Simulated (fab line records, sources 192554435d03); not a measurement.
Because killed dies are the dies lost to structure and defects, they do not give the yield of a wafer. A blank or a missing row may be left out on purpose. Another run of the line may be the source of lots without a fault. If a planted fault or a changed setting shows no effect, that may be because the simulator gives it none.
Comparing a struck lot with a sound one    flow n5-finfet    15 steps out of a route of 1938
Sound: the wafers L585.3, L585.4, L585.5. Struck: wafer L589.4 (L589.1, L589.2, from the same lot, were not struck and are left out); the cause is given at the end.
For every step that has rows: the tool of each side, followed by ch and its chambers, followed by its first start. Under that, the readings that differ: sound wafers    struck wafers    difference of the means    sigmas: that difference in standard deviations of wafers without a fault.
alike: a reading whose means differ by less than 2 such deviations, as well as words and numbers matching on both sides. not compared: withheld readings; readings where some wafer has no value; bounds like >300 that might hide an equal value; numbers whose values overlap and for which the record gives no deviation.
A row with sigmas, a row that says differs or no value, or rows on one side alone: a step with any of these is where the two part. Numbers that don't overlap but have no deviation are shown without sigmas and don't part them. A reading that every wafer of one side lacks parts them only if that side has two wafers or more.

first, 3 steps without rows for these wafers: N5_BEOL_M7_EXPOSE_25 (exposes mask V6, target cd 40 nm); N5_BEOL_M7_PEB_26 (peb time 60 s); N5_BEOL_M7_DEVELOP_27 (develop time 30 s).
N5_BEOL_M7_CD_MEAS_28: the cd target is 40 nm.
  sound on cd-sem-03 ch 0, day 9 01:38; struck on cd-sem-02 ch 0, day 9 10:58
  alike: cd-nm
N5_BEOL_M7_OVL_MEAS_29:
  sound on overlay-02 ch 0, day 9 01:41; struck on overlay-01 ch 0, day 9 10:59
  alike: V6_OVL
N5_BEOL_M7_INSPECT_30: inspects for defects (brightfield).
  sound on defect-inspect-01, day 9 01:44; struck on defect-inspect-01, day 9 11:03
  alike: raw-defect-count
N5_BEOL_M7_DESCUM_33: chemistry O2, time 7 s.
  sound on rie-diel-01 ch 1,3, day 9 01:46; struck on rie-diel-03 ch 2, day 9 11:05
reading                 sound              struck  difference  sigmas
throttle-valve-pct (%)  19.99 20.38 20.35  20.75   +0.51       +2
  alike: drypump-motor-current-A, oes-product-au, rf-vpp-V, showerhead-plenum-p-Torr
  not compared: rf-hours-counter-h
N5_BEOL_M7_ETCH_72: etches underlayer in N2/H2, target depth 6.5 nm, time 5.2 s.
  sound on rie-diel-01 ch 1,3, day 9 01:48; struck on rie-diel-03 ch 2, day 9 11:07
reading                 sound              struck  difference  sigmas
throttle-valve-pct (%)  17.35 17.78 17.75  18.12   +0.49       +2
  alike: drypump-motor-current-A, etch-rf-on-time-s, oes-product-au, rf-fwd-power-W, rf-vpp-V, showerhead-plenum-p-Torr
  not compared: rf-hours-counter-h
N5_BEOL_M7_ETCH_65: etches SiARC in CF4, target depth 15.6 nm, time 26 s.
  sound on rie-diel-01 ch 1,3, day 9 01:49; struck on rie-diel-03 ch 2, day 9 11:08
reading                 sound              struck  difference  sigmas
throttle-valve-pct (%)  15.13 15.51 15.51  15.83   +0.45       +2
  alike: drypump-motor-current-A, etch-rf-on-time-s, oes-product-au, rf-fwd-power-W, rf-vpp-V, showerhead-plenum-p-Torr
  not compared: rf-hours-counter-h
N5_BEOL_M7_ETCH_66: etches SOC in N2/H2, target depth 80 nm, overetch 16 nm, time 120 s.
  sound on rie-diel-01 ch 1,3, day 9 01:50; struck on rie-diel-03 ch 2, day 9 11:10
reading                 sound              struck  difference  sigmas
throttle-valve-pct (%)  17.31 17.69 17.71  18.07   +0.50       +2
  alike: drypump-motor-current-A, oes-product-au, rf-fwd-power-W, rf-vpp-V, showerhead-plenum-p-Torr
  not compared: rf-hours-counter-h
then, 2 steps without rows for these wafers: N5_BEOL_M7_STRIP_69 (strips in N2/H2); N5_BEOL_M7_STRIP_73 (strips in N2/H2).
N5_BEOL_M7_VIA_ETCH_34: etches SiCOH lowk in C4F6/O2, target depth 125.5 nm, time 50.5 s.
  sound on rie-diel-01 ch 1,3, day 9 01:56; struck on rie-diel-03 ch 2, day 9 11:16
reading                                   sound              struck  difference  sigmas
oes_f_703_au (a.u.)                       0.85 0.87 0.87     0.60    -0.26       -4
oes_o_777_au (a.u.)                       0.87 0.86 0.87     0.64    -0.23       -3
rf-fwd-power-W (W)                        338.0 339.8 341.3  256.1   -83.6       -52
rf-vpp-V (V)                              675 674 675        758     +83         +13
throttle-valve-pct (%)                    20.40 20.85 20.83  21.13   +0.44       +2
model.etch.depth-nm (nm)                  126.6 131.1 129.3  112.6   -16.4       
model.SOC_of_BEOL_M7_COAT_63.thk-nm (nm)  53.8 53.6 53.6     54.2    +0.5        
  alike: O2_flow_sccm, drypump-motor-current-A, oes-product-au, showerhead-plenum-p-Torr
  not compared: rf-hours-counter-h
then, 2 steps without rows for these wafers: N5_BEOL_M7_STRIP_76 (strips in C4F6/O2); N5_PASSIVATION_PROBE_49.

## WHERE THEY PART
At N5_BEOL_M7_DESCUM_33 first; at N5_BEOL_M7_VIA_ETCH_34 last (within this record only).

WHY: whatever the simulator had introduced
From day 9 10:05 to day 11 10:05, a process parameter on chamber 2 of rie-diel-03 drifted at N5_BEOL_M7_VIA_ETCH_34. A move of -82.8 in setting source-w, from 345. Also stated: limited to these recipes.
